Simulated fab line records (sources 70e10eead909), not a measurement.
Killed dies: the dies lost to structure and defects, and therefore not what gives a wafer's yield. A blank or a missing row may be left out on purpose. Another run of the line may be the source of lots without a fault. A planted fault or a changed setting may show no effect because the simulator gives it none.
fab line records :: flow nand-harc
record
  lots=6
  wafers=18
  last-day=34
route steps=1302 shown A_DECK1_JOINT@533 A_ONON_D2@545 END@1302
lots that met no fault: from a run of the same line without faults
start-h: start of the lot's first displayed wafer, in hours after the record's first day :: wait-h: time in hours since the lot's previous step :: " identical to the entry in the row above :: L1.1+2: one row covering several wafers at once :: - value missing, or start not given :: * or withheld: withheld :: < > ~ a bound
route shown NAME@n: names a module that has steps shown in the file, with the first one's number in the route :: usual: average and standard deviation across the fault-free wafers :: same: alike in all rows :: chamber/n: place in a boat :: sites: the reading at each site :: _std_site: the values' standard deviation :: _edge_site: outer sites' mean less inner sites' :: radius-mm: for every site, how far away it sits from the centre of the wafer :: mask NAME#n: copy n :: behind: the tool/chamber that last shaped the wafer :: hold: why the lot was held/for how many hours/how that ended :: device: names the non-switching transistor (n, p or np) :: end of line: tests run on the same wafers once the route is complete :: where a step has no rows: the recipe by itself :: killed: at the first sort, the dies lost to defects and structure; wafer yield is something else :: map: per-die view of a wafer (x killed, . not killed, _ where there is no die)
set.NAME: the setting that was run; set.NAME@STEP: the one run at that earlier step :: model.NAME: the simulator's own value behind a step, which no gauge read
lots at some steps of the route; a table a step, a row a wafer
services: a tool's chamber out of use, with start hour (start-h, from the record's first day; less than 0 if before it), hours out, and reason
## steps
# step NHARC_A_DECK1_JOINT_CVD_34
# recipe
  target-thk-a=200
  temp-c=700
  pressure-mtorr=300
  material=SiNx
# step NHARC_A_DECK1_JOINT_DEP_06
# recipe
  target-thk-a=800
  temp-c=65
  material=SiOx
# step NHARC_A_DECK1_JOINT_CURE_26
# recipe
  temp-c=150
  time-s=32
  pressure-atm=0.395
# step NHARC_A_DECK1_JOINT_ANNEAL_27
# recipe
  temp-c=400
  time-s=3600
  idle-temp-c=300
  ramp-up-c-per-min=10
  densification-p-h2o-torr=640
# step NHARC_A_DECK1_JOINT_ANNEAL_28
# recipe
  temp-c=500
  time-s=1800
  idle-temp-c=400
  ramp-up-c-per-min=10
  densification-p-h2o-torr=640
# step NHARC_A_DECK1_JOINT_ANNEAL_29
# recipe
  temp-c=750
  time-s=1800
  idle-temp-c=500
  ramp-up-c-per-min=10
  ramp-down-c-per-min=3
# step NHARC_A_DECK1_JOINT_CMP_02
# recipe
  material=SiOx
# usual
  edge-zone-pressure-frac=1.000/0.005
  motor-current-A=11.8/1.1
lot.wafer: L747.2
tool: cmp-04
chamber: 1
start-h: 280.98
wait-h: 0.4
edge-zone-pressure-frac: 0.993
motor-current-A: 13.6

lot.wafer: L747.4
tool: cmp-04
chamber: 3
start-h: 280.98
wait-h: 0.4
edge-zone-pressure-frac: 1.009
motor-current-A: 11.0

lot.wafer: L747.5
tool: cmp-04
chamber: 0
start-h: 280.98
wait-h: 0.4
edge-zone-pressure-frac: 0.993
motor-current-A: 13.1

lot.wafer: L750.4
tool: cmp-04
chamber: 3
start-h: 298.12
wait-h: 0.4
edge-zone-pressure-frac: 0.999
motor-current-A: 10.8

lot.wafer: L750.5
tool: cmp-04
chamber: 3
start-h: 298.12
wait-h: 0.4
edge-zone-pressure-frac: 0.997
motor-current-A: 11.5

lot.wafer: L750.6
tool: cmp-04
chamber: 0
start-h: 298.12
wait-h: 0.4
edge-zone-pressure-frac: 0.998
motor-current-A: 12.9

lot.wafer: L753.2
tool: cmp-01
chamber: 1
start-h: 336.86
wait-h: 0.4
edge-zone-pressure-frac: 1.015
motor-current-A: 10.7

lot.wafer: L753.4
tool: cmp-01
chamber: 2
start-h: 336.86
wait-h: 0.4
edge-zone-pressure-frac: 0.998
motor-current-A: 11.8

lot.wafer: L753.5
tool: cmp-01
chamber: 0
start-h: 336.86
wait-h: 0.4
edge-zone-pressure-frac: 1.001
motor-current-A: 10.6

lot.wafer: L755.1
tool: cmp-01
chamber: 2
start-h: 354.43
wait-h: 0.4
edge-zone-pressure-frac: 1.003
motor-current-A: 12.2

lot.wafer: L755.3
tool: cmp-01
chamber: 0
start-h: 354.43
wait-h: 0.4
edge-zone-pressure-frac: 1.000
motor-current-A: 9.8

lot.wafer: L755.5
tool: cmp-01
chamber: 3
start-h: 354.43
wait-h: 0.4
edge-zone-pressure-frac: 0.994
motor-current-A: 11.7

lot.wafer: L765.2
tool: cmp-03
chamber: 0
start-h: 449.87
wait-h: 0.4
edge-zone-pressure-frac: 1.009
motor-current-A: 12.7

lot.wafer: L765.1
tool: cmp-03
chamber: 1
start-h: 449.87
wait-h: 0.4
edge-zone-pressure-frac: 0.991
motor-current-A: 10.7

lot.wafer: L765.4
tool: cmp-03
chamber: 2
start-h: 449.87
wait-h: 0.4
edge-zone-pressure-frac: 0.996
motor-current-A: 12.7

lot.wafer: L770.3
tool: cmp-01
chamber: 2
start-h: 512.73
wait-h: 0.4
edge-zone-pressure-frac: 1.004
motor-current-A: 12.1

lot.wafer: L770.1
tool: cmp-01
chamber: 3
start-h: 512.73
wait-h: 0.4
edge-zone-pressure-frac: 1.005
motor-current-A: 11.3

lot.wafer: L770.5
tool: cmp-01
chamber: 1
start-h: 512.73
wait-h: 0.4
edge-zone-pressure-frac: 0.993
motor-current-A: 10.8
# step NHARC_A_DECK1_JOINT_SRD_15
# step NHARC_A_DECK1_JOINT_DEP_16
# recipe
  target-thk-a=450
  temp-c=400
  pressure-torr=6.5
  rf-w=900
  teos-flow-sccm=161.4
  flow-sccm=2650
  target-thk-nm=45
  gas=O2
  material=SiO2
# usual
  heater-power-outer-w=299/80
  heater-power-w=529/110
  susceptor-temp-C=399.99/0.25
  throttle-valve-pct=16.0/0.43
lot.wafer: L747.2
tool: pecvd-03
chamber: 1
start-h: 281.40
wait-h: 0.1
heater-power-outer-w: 399
heater-power-w: 690
susceptor-temp-C: 400.11
throttle-valve-pct: 15.8

lot.wafer: L747.4
tool: pecvd-03
chamber: 2
start-h: 281.40
wait-h: 0.1
heater-power-outer-w: 292
heater-power-w: 528
susceptor-temp-C: 400.18
throttle-valve-pct: 15.4

lot.wafer: L747.5
tool: pecvd-03
chamber: 0
start-h: 281.40
wait-h: 0.1
heater-power-outer-w: 124
heater-power-w: 289
susceptor-temp-C: 400.17
throttle-valve-pct: 16.3

lot.wafer: L750.6
tool: pecvd-04
chamber: 0
start-h: 298.59
wait-h: 0.2
heater-power-outer-w: 247
heater-power-w: 486
susceptor-temp-C: 399.91
throttle-valve-pct: 16.2

lot.wafer: L750.4
tool: pecvd-04
chamber: 1
start-h: 298.59
wait-h: 0.2
heater-power-outer-w: 334
heater-power-w: 578
susceptor-temp-C: 399.83
throttle-valve-pct: 16.0

lot.wafer: L750.5
tool: pecvd-04
chamber: 2
start-h: 298.59
wait-h: 0.2
heater-power-outer-w: 354
heater-power-w: 551
susceptor-temp-C: 400.04
throttle-valve-pct: 16.3

lot.wafer: L753.2
tool: pecvd-04
chamber: 0
start-h: 337.25
wait-h: 0.1
heater-power-outer-w: 314
heater-power-w: 567
susceptor-temp-C: 399.62
throttle-valve-pct: 16.1

lot.wafer: L753.5
tool: pecvd-04
chamber: 0
start-h: 337.25
wait-h: 0.1
heater-power-outer-w: 304
heater-power-w: 560
susceptor-temp-C: 399.54
throttle-valve-pct: 16.4

lot.wafer: L753.4
tool: pecvd-04
chamber: 1
start-h: 337.25
wait-h: 0.1
heater-power-outer-w: 233
heater-power-w: 444
susceptor-temp-C: 400.15
throttle-valve-pct: 16.2

lot.wafer: L755.3
tool: pecvd-04
chamber: 2
start-h: 354.90
wait-h: 0.1
heater-power-outer-w: 360
heater-power-w: 582
susceptor-temp-C: 399.79
throttle-valve-pct: 16.5

lot.wafer: L755.1
tool: pecvd-04
chamber: 0
start-h: 354.90
wait-h: 0.1
heater-power-outer-w: 265
heater-power-w: 501
susceptor-temp-C: 400.13
throttle-valve-pct: 16.6

lot.wafer: L755.5
tool: pecvd-04
chamber: 0
start-h: 354.90
wait-h: 0.1
heater-power-outer-w: 263
heater-power-w: 510
susceptor-temp-C: 399.58
throttle-valve-pct: 16.7

lot.wafer: L765.2
tool: pecvd-03
chamber: 0
start-h: 450.32
wait-h: 0.1
heater-power-outer-w: 140
heater-power-w: 303
susceptor-temp-C: 400.27
throttle-valve-pct: 15.6

lot.wafer: L765.1
tool: pecvd-03
chamber: 1
start-h: 450.32
wait-h: 0.1
heater-power-outer-w: 324
heater-power-w: 593
susceptor-temp-C: 400.17
throttle-valve-pct: 15.5

lot.wafer: L765.4
tool: pecvd-03
chamber: 0
start-h: 450.32
wait-h: 0.1
heater-power-outer-w: 142
heater-power-w: 297
susceptor-temp-C: 399.84
throttle-valve-pct: 15.7

lot.wafer: L770.3
tool: pecvd-04
chamber: 1
start-h: 513.10
wait-h: 0.1
heater-power-outer-w: 325
heater-power-w: 558
susceptor-temp-C: 399.90
throttle-valve-pct: 16.3

lot.wafer: L770.1
tool: pecvd-04
chamber: 2
start-h: 513.10
wait-h: 0.1
heater-power-outer-w: 334
heater-power-w: 523
susceptor-temp-C: 400.18
throttle-valve-pct: 15.6

lot.wafer: L770.5
tool: pecvd-04
chamber: 0
start-h: 513.10
wait-h: 0.1
heater-power-outer-w: 244
heater-power-w: 454
susceptor-temp-C: 400.02
throttle-valve-pct: 16.2
# step NHARC_A_DECK1_JOINT_THK_MEAS_17
# recipe
  thk-meas-gauge=ellipsometry
# usual
  thk-nm=44.7/1.3
lot.wafer: L747.2
tool: film-metro-02
chamber: -
start-h: 281.62
wait-h: 0.2
thk-nm: 45.5

lot.wafer: L747.4
tool: film-metro-02
chamber: -
start-h: 281.62
wait-h: 0.2
thk-nm: 45.3

lot.wafer: L747.5
tool: film-metro-02
chamber: -
start-h: 281.62
wait-h: 0.2
thk-nm: 45.0

lot.wafer: L750.4
tool: film-metro-02
chamber: -
start-h: 298.79
wait-h: 0.1
thk-nm: 44.1

lot.wafer: L750.5
tool: film-metro-02
chamber: -
start-h: 298.79
wait-h: 0.1
thk-nm: 44.7

lot.wafer: L750.6
tool: film-metro-02
chamber: -
start-h: 298.79
wait-h: 0.1
thk-nm: 47.0

lot.wafer: L753.2
tool: film-metro-02
chamber: -
start-h: 337.50
wait-h: 0.2
thk-nm: 44.9

lot.wafer: L753.4
tool: film-metro-02
chamber: -
start-h: 337.50
wait-h: 0.2
thk-nm: 44.1

lot.wafer: L753.5
tool: film-metro-02
chamber: -
start-h: 337.50
wait-h: 0.2
thk-nm: 45.8

lot.wafer: L755.1
tool: film-metro-02
chamber: -
start-h: 355.18
wait-h: 0.2
thk-nm: 46.3

lot.wafer: L755.3
tool: film-metro-02
chamber: -
start-h: 355.18
wait-h: 0.2
thk-nm: 43.5

lot.wafer: L755.5
tool: film-metro-02
chamber: -
start-h: 355.18
wait-h: 0.2
thk-nm: 46.1

lot.wafer: L765.1
tool: film-metro-01
chamber: -
start-h: 450.57
wait-h: 0.2
thk-nm: 44.1

lot.wafer: L765.2
tool: film-metro-01
chamber: -
start-h: 450.57
wait-h: 0.2
thk-nm: 45.3

lot.wafer: L765.4
tool: film-metro-01
chamber: -
start-h: 450.57
wait-h: 0.2
thk-nm: 44.8

lot.wafer: L770.1
tool: film-metro-02
chamber: -
start-h: 513.35
wait-h: 0.2
thk-nm: 42.7

lot.wafer: L770.3
tool: film-metro-02
chamber: -
start-h: 513.35
wait-h: 0.2
thk-nm: 44.7

lot.wafer: L770.5
tool: film-metro-02
chamber: -
start-h: 513.35
wait-h: 0.2
thk-nm: 44.7
# step NHARC_A_DECK1_JOINT_INSPECT_05
# usual
  raw-defect-count=384/170
lot.wafer: L747.2
tool: defect-inspect-02
chamber: -
start-h: 281.66
wait-h: 0.0
raw-defect-count: 331

lot.wafer: L747.4
tool: defect-inspect-02
chamber: -
start-h: 281.66
wait-h: 0.0
raw-defect-count: 429

lot.wafer: L747.5
tool: defect-inspect-02
chamber: -
start-h: 281.66
wait-h: 0.0
raw-defect-count: 227

lot.wafer: L750.4
tool: defect-inspect-01
chamber: -
start-h: 298.83
wait-h: 0.0
raw-defect-count: 655

lot.wafer: L750.5
tool: defect-inspect-01
chamber: -
start-h: 298.83
wait-h: 0.0
raw-defect-count: 454

lot.wafer: L750.6
tool: defect-inspect-01
chamber: -
start-h: 298.83
wait-h: 0.0
raw-defect-count: 796

lot.wafer: L753.2
tool: defect-inspect-02
chamber: -
start-h: 337.54
wait-h: 0.0
raw-defect-count: 460

lot.wafer: L753.4
tool: defect-inspect-02
chamber: -
start-h: 337.54
wait-h: 0.0
raw-defect-count: 308

lot.wafer: L753.5
tool: defect-inspect-02
chamber: -
start-h: 337.54
wait-h: 0.0
raw-defect-count: 422

lot.wafer: L755.1
tool: defect-inspect-01
chamber: -
start-h: 355.22
wait-h: 0.0
raw-defect-count: 530

lot.wafer: L755.3
tool: defect-inspect-01
chamber: -
start-h: 355.22
wait-h: 0.0
raw-defect-count: 438

lot.wafer: L755.5
tool: defect-inspect-01
chamber: -
start-h: 355.22
wait-h: 0.0
raw-defect-count: 461

lot.wafer: L765.1
tool: defect-inspect-01
chamber: -
start-h: 450.60
wait-h: 0.0
raw-defect-count: 217

lot.wafer: L765.2
tool: defect-inspect-01
chamber: -
start-h: 450.60
wait-h: 0.0
raw-defect-count: 184

lot.wafer: L765.4
tool: defect-inspect-01
chamber: -
start-h: 450.60
wait-h: 0.0
raw-defect-count: 269

lot.wafer: L770.1
tool: defect-inspect-01
chamber: -
start-h: 513.39
wait-h: 0.0
raw-defect-count: 431

lot.wafer: L770.3
tool: defect-inspect-01
chamber: -
start-h: 513.39
wait-h: 0.0
raw-defect-count: 340

lot.wafer: L770.5
tool: defect-inspect-01
chamber: -
start-h: 513.39
wait-h: 0.0
raw-defect-count: 565
# step NHARC_A_ONON_D2_DEP_00
# recipe
  target-thk-a=10000
  n2-flow-sccm=2750
  n2o-flow-sccm=2000
  nh3-flow-sccm=500
  sih4-flow-sccm=210
  temp-c=400
# usual
  n2-flow-sccm=2751/8.4
  susceptor-temp-C=399.99/0.25
lot.wafer: L747.2
tool: pecvd-onon-04
chamber: 0
start-h: 281.78
wait-h: 0.1
n2-flow-sccm: 2761
susceptor-temp-C: 400.23

lot.wafer: L747.4
tool: pecvd-onon-04
chamber: 0
start-h: 281.78
wait-h: 0.1
n2-flow-sccm: 2749
susceptor-temp-C: 400.63

lot.wafer: L747.5
tool: pecvd-onon-04
chamber: 0
start-h: 281.78
wait-h: 0.1
n2-flow-sccm: 2770
susceptor-temp-C: 400.55

lot.wafer: L750.4
tool: pecvd-onon-02
chamber: 0
start-h: 299.07
wait-h: 0.2
n2-flow-sccm: 2769
susceptor-temp-C: 400.18

lot.wafer: L750.5
tool: pecvd-onon-02
chamber: 0
start-h: 299.07
wait-h: 0.2
n2-flow-sccm: 2746
susceptor-temp-C: 399.98

lot.wafer: L750.6
tool: pecvd-onon-02
chamber: 0
start-h: 299.07
wait-h: 0.2
n2-flow-sccm: 2755
susceptor-temp-C: 400.07

lot.wafer: L753.2
tool: pecvd-onon-02
chamber: 0
start-h: 337.66
wait-h: 0.1
n2-flow-sccm: 2735
susceptor-temp-C: 399.54

lot.wafer: L753.4
tool: pecvd-onon-02
chamber: 0
start-h: 337.66
wait-h: 0.1
n2-flow-sccm: 2741
susceptor-temp-C: 399.66

lot.wafer: L753.5
tool: pecvd-onon-02
chamber: 0
start-h: 337.66
wait-h: 0.1
n2-flow-sccm: 2723
susceptor-temp-C: 400.05

lot.wafer: L755.1
tool: pecvd-onon-02
chamber: 0
start-h: 355.29
wait-h: 0.1
n2-flow-sccm: 2749
susceptor-temp-C: 400.08

lot.wafer: L755.3
tool: pecvd-onon-02
chamber: 0
start-h: 355.29
wait-h: 0.1
n2-flow-sccm: 2755
susceptor-temp-C: 400.46

lot.wafer: L755.5
tool: pecvd-onon-02
chamber: 0
start-h: 355.29
wait-h: 0.1
n2-flow-sccm: 2756
susceptor-temp-C: 400.14

lot.wafer: L765.1
tool: pecvd-onon-02
chamber: 0
start-h: 450.75
wait-h: 0.1
n2-flow-sccm: 2754
susceptor-temp-C: 400.11

lot.wafer: L765.2
tool: pecvd-onon-02
chamber: 0
start-h: 450.75
wait-h: 0.1
n2-flow-sccm: 2765
susceptor-temp-C: 400.03

lot.wafer: L765.4
tool: pecvd-onon-02
chamber: 0
start-h: 450.75
wait-h: 0.1
n2-flow-sccm: 2751
susceptor-temp-C: 399.71

lot.wafer: L770.1
tool: pecvd-onon-01
chamber: 0
start-h: 513.45
wait-h: 0.1
n2-flow-sccm: 2749
susceptor-temp-C: 400.29

lot.wafer: L770.3
tool: pecvd-onon-01
chamber: 0
start-h: 513.45
wait-h: 0.1
n2-flow-sccm: 2749
susceptor-temp-C: 400.05

lot.wafer: L770.5
tool: pecvd-onon-01
chamber: 0
start-h: 513.45
wait-h: 0.1
n2-flow-sccm: 2742
susceptor-temp-C: 400.23
# step NHARC_A_ONON_D2_THK_MEAS_02
# recipe
  thk-meas-gauge=ellipsometry
# usual
  thk-nm=1003/11
lot.wafer: L747.2
tool: film-metro-01
chamber: -
start-h: 282.24
wait-h: -
thk-nm: 1020

lot.wafer: L747.4
tool: film-metro-01
chamber: -
start-h: 282.24
wait-h: -
thk-nm: 1023

lot.wafer: L747.5
tool: film-metro-01
chamber: -
start-h: 282.24
wait-h: -
thk-nm: 1020

lot.wafer: L750.4
tool: film-metro-02
chamber: -
start-h: 299.41
wait-h: -
thk-nm: 1009

lot.wafer: L750.5
tool: film-metro-02
chamber: -
start-h: 299.41
wait-h: -
thk-nm: 1009

lot.wafer: L750.6
tool: film-metro-02
chamber: -
start-h: 299.41
wait-h: -
thk-nm: 1008

lot.wafer: L753.2
tool: film-metro-02
chamber: -
start-h: 338.11
wait-h: -
thk-nm: 1565

lot.wafer: L753.4
tool: film-metro-02
chamber: -
start-h: 338.11
wait-h: -
thk-nm: 990

lot.wafer: L753.5
tool: film-metro-02
chamber: -
start-h: 338.11
wait-h: -
thk-nm: 1565

lot.wafer: L755.1
tool: film-metro-02
chamber: -
start-h: 355.80
wait-h: -
thk-nm: 1012

lot.wafer: L755.3
tool: film-metro-02
chamber: -
start-h: 355.80
wait-h: -
thk-nm: 1013

lot.wafer: L755.5
tool: film-metro-02
chamber: -
start-h: 355.80
wait-h: -
thk-nm: 1585

lot.wafer: L765.1
tool: film-metro-02
chamber: -
start-h: 451.26
wait-h: -
thk-nm: 983

lot.wafer: L765.2
tool: film-metro-02
chamber: -
start-h: 451.26
wait-h: -
thk-nm: 982

lot.wafer: L765.4
tool: film-metro-02
chamber: -
start-h: 451.26
wait-h: -
thk-nm: 983

lot.wafer: L770.1
tool: film-metro-02
chamber: -
start-h: 513.96
wait-h: -
thk-nm: 1008

lot.wafer: L770.3
tool: film-metro-02
chamber: -
start-h: 513.96
wait-h: -
thk-nm: 1009

lot.wafer: L770.5
tool: film-metro-02
chamber: -
start-h: 513.96
wait-h: -
thk-nm: 1009
# step NHARC_A_ONON_D2_DEP_03
# recipe
  target-thk-a=10000
  n2-flow-sccm=2750
  n2o-flow-sccm=2000
  nh3-flow-sccm=500
  sih4-flow-sccm=210
  temp-c=400
# step NHARC_END_SORT_01
# recipe
  temp-c=25
# usual
  killed-at-array=54/17
  killed-at-other=0.7/1
  killed-at-periphery=3.7/2.9
  killed-dies=58/16
  killed-open=3.2/1.9
  killed-short=2.2/1.5
# same
  gross-dies=677
lot.wafer: L753.2
tool: prober-01
chamber: 0
start-h: 631.96
wait-h: 2.8
killed-at-array: 673
killed-at-other: 1
killed-at-periphery: 3
killed-dies: 677
killed-open: 4
killed-short: 1

lot.wafer: L753.5
tool: prober-01
chamber: 0
start-h: 634.33
wait-h: 3.7
killed-at-array: 675
killed-at-other: 1
killed-at-periphery: 1
killed-dies: 677
killed-open: 2
killed-short: 2

lot.wafer: L755.5
tool: prober-01
chamber: 0
start-h: 648.72
wait-h: 3.7
killed-at-array: 673
killed-at-other: 0
killed-at-periphery: 4
killed-dies: 677
killed-open: 4
killed-short: 3
# killed by level:class
L753.2 A_ONON_D2:area-dep=638 A_SLIT:chamber-film-flake=15 A_CHANNEL_HOLE_D1:chamber-film-flake=5 A_CHANNEL_HOLE_D2:chamber-film-flake=4 A_WL_FILL:chamber-film-flake=4 A_CONTACT:chamber-film-flake=3 A_CHANNEL_FILL_D1:geometric-particle:open=2 P_STI:chamber-film-flake=2
L753.5 A_ONON_D2:area-dep=642 A_SLIT:chamber-film-flake=12 A_CONTACT:chamber-film-flake=6 A_CHANNEL_HOLE_D2:chamber-film-flake=5 A_WL_FILL:chamber-film-flake=3 A_CHANNEL_HOLE_D1:chamber-film-flake=2 A_SGD_CUT:chamber-film-flake=2 P_M1:geometric-particle:short=1
L755.5 A_ONON_D2:area-dep=621 A_CHANNEL_HOLE_D1:chamber-film-flake=29 A_CHANNEL_HOLE_D2:chamber-film-flake=9 A_CONTACT:chamber-film-flake=6 P_ZERO_WELL:chamber-film-flake=2 A_WL_FILL:chamber-film-flake=2 P_M0:geometric-particle:short=1 A_DECK1_JOINT:geometric-particle:short=1
# map L753.2 (x killed, . not)
____________x____________
_________xxxxxxx_________
_______xxxxxxxxxxx_______
______xxxxxxxxxxxxx______
_____xxxxxxxxxxxxxxx_____
____xxxxxxxxxxxxxxxxx____
____xxxxxxxxxxxxxxxxx____
___xxxxxxxxxxxxxxxxxxx___
___xxxxxxxxxxxxxxxxxxx___
__xxxxxxxxxxxxxxxxxxxxx__
__xxxxxxxxxxxxxxxxxxxxx__
_xxxxxxxxxxxxxxxxxxxxxxx_
_xxxxxxxxxxxxxxxxxxxxxxx_
_xxxxxxxxxxxxxxxxxxxxxxx_
_xxxxxxxxxxxxxxxxxxxxxxx_
_xxxxxxxxxxxxxxxxxxxxxxx_
xxxxxxxxxxxxxxxxxxxxxxxxx
xxxxxxxxxxxxxxxxxxxxxxxxx
xxxxxxxxxxxxxxxxxxxxxxxxx
xxxxxxxxxxxxxxxxxxxxxxxxx
xxxxxxxxxxxxxxxxxxxxxxxxx
_xxxxxxxxxxxxxxxxxxxxxxx_
_xxxxxxxxxxxxxxxxxxxxxxx_
_xxxxxxxxxxxxxxxxxxxxxxx_
_xxxxxxxxxxxxxxxxxxxxxxx_
_xxxxxxxxxxxxxxxxxxxxxxx_
__xxxxxxxxxxxxxxxxxxxxx__
__xxxxxxxxxxxxxxxxxxxxx__
___xxxxxxxxxxxxxxxxxxx___
___xxxxxxxxxxxxxxxxxxx___
____xxxxxxxxxxxxxxxxx____
____xxxxxxxxxxxxxxxxx____
_____xxxxxxxxxxxxxxx_____
______xxxxxxxxxxxxx______
_______xxxxxxxxxxx_______
_________xxxxxxx_________
____________x____________
# map L755.5 (x killed, . not)
____________x____________
_________xxxxxxx_________
_______xxxxxxxxxxx_______
______xxxxxxxxxxxxx______
_____xxxxxxxxxxxxxxx_____
____xxxxxxxxxxxxxxxxx____
____xxxxxxxxxxxxxxxxx____
___xxxxxxxxxxxxxxxxxxx___
___xxxxxxxxxxxxxxxxxxx___
__xxxxxxxxxxxxxxxxxxxxx__
__xxxxxxxxxxxxxxxxxxxxx__
_xxxxxxxxxxxxxxxxxxxxxxx_
_xxxxxxxxxxxxxxxxxxxxxxx_
_xxxxxxxxxxxxxxxxxxxxxxx_
_xxxxxxxxxxxxxxxxxxxxxxx_
_xxxxxxxxxxxxxxxxxxxxxxx_
xxxxxxxxxxxxxxxxxxxxxxxxx
xxxxxxxxxxxxxxxxxxxxxxxxx
xxxxxxxxxxxxxxxxxxxxxxxxx
xxxxxxxxxxxxxxxxxxxxxxxxx
xxxxxxxxxxxxxxxxxxxxxxxxx
_xxxxxxxxxxxxxxxxxxxxxxx_
_xxxxxxxxxxxxxxxxxxxxxxx_
_xxxxxxxxxxxxxxxxxxxxxxx_
_xxxxxxxxxxxxxxxxxxxxxxx_
_xxxxxxxxxxxxxxxxxxxxxxx_
__xxxxxxxxxxxxxxxxxxxxx__
__xxxxxxxxxxxxxxxxxxxxx__
___xxxxxxxxxxxxxxxxxxx___
___xxxxxxxxxxxxxxxxxxx___
____xxxxxxxxxxxxxxxxx____
____xxxxxxxxxxxxxxxxx____
_____xxxxxxxxxxxxxxx_____
______xxxxxxxxxxxxx______
_______xxxxxxxxxxx_______
_________xxxxxxx_________
____________x____________
## services
tool: pecvd-04
chamber: -
start-h: 269.01
hours: 13.0
kind: pm

tool: cmp-04
chamber: -
start-h: 272.81
hours: 0.2
kind: repair

tool: cmp-01
chamber: -
start-h: 283.61
hours: 4.0
kind: pm

tool: cmp-01
chamber: -
start-h: 296.14
hours: 2.2
kind: repair

tool: cmp-04
chamber: -
start-h: 307.00
hours: 4.0
kind: pm

tool: cmp-04
chamber: -
start-h: 325.59
hours: 2.9
kind: repair

tool: cmp-04
chamber: -
start-h: 330.01
hours: 3.0
kind: repair

tool: pecvd-04
chamber: -
start-h: 335.05
hours: 0.7
kind: repair

tool: cmp-04
chamber: -
start-h: 365.36
hours: 1.5
kind: repair

tool: pecvd-onon-02
chamber: -
start-h: 366.00
hours: 13.0
kind: pm

tool: pecvd-03
chamber: -
start-h: 366.00
hours: 13.0
kind: pm

tool: cmp-01
chamber: -
start-h: 381.61
hours: 4.0
kind: pm

tool: pecvd-03
chamber: -
start-h: 383.98
hours: 0.8
kind: repair

tool: cmp-01
chamber: -
start-h: 399.77
hours: 1.3
kind: repair

tool: cmp-04
chamber: -
start-h: 405.00
hours: 4.0
kind: pm

tool: cmp-04
chamber: -
start-h: 416.94
hours: 2.0
kind: repair

tool: cmp-04
chamber: -
start-h: 430.81
hours: 0.3
kind: repair

tool: cmp-01
chamber: -
start-h: 431.52
hours: 0.3
kind: repair

tool: pecvd-04
chamber: -
start-h: 450.03
hours: 13.0
kind: pm

tool: cmp-01
chamber: -
start-h: 458.25
hours: 0.8
kind: repair

tool: pecvd-04
chamber: 2
start-h: 472.90
hours: 3.7
kind: repair

tool: cmp-01
chamber: -
start-h: 479.61
hours: 4.0
kind: pm

tool: cmp-04
chamber: -
start-h: 503.00
hours: 4.0
kind: pm

tool: cmp-04
chamber: -
start-h: 510.26
hours: 3.5
kind: repair
## key
first-sign
  step=NHARC_A_ONON_D2_THK_MEAS_02
  reading=thk-nm
  direction=up
  sigmas=52
  usual=1003
  struck=1572
effect
  step=NHARC_END_SORT_01
  reading=killed-dies
  direction=up
  sigmas=38
  usual=58
  struck=677
more-kills-born-at
  NHARC_A_ONON_D2_DEP_00@pecvd-onon-02=1901
met-at NHARC_A_ONON_D2_DEP_00
struck-wafers L753.2,L753.5,L755.5
later-rows-left-out L753.2,L753.5,L755.5
tester-left-out L753,L755
onset-between 299.07 337.66
fault
  kind=process-parameter-drift
  tool=pecvd-onon-02
  chamber=-
  onset-h=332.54
  steps=NHARC_A_ONON_D2_DEP_00
  channel=target-thk-a
  offset=*
  shape=step
  end-h=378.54
  scope=struck-wafers-only
  acts-in=*
  stated=*
# tester-left-out: of these lots the tester's yield and bins aren't shown, on N5 and GAA mostly nor the transistor test; their killed dies are dies lost to structure and defects alone, not to doping, threshold or leakage, so they don't give the yield
# later-rows-left-out: the simulator's readings of these wafers behind a module that went badly wrong aren't trusted and aren't shown, but for the sort
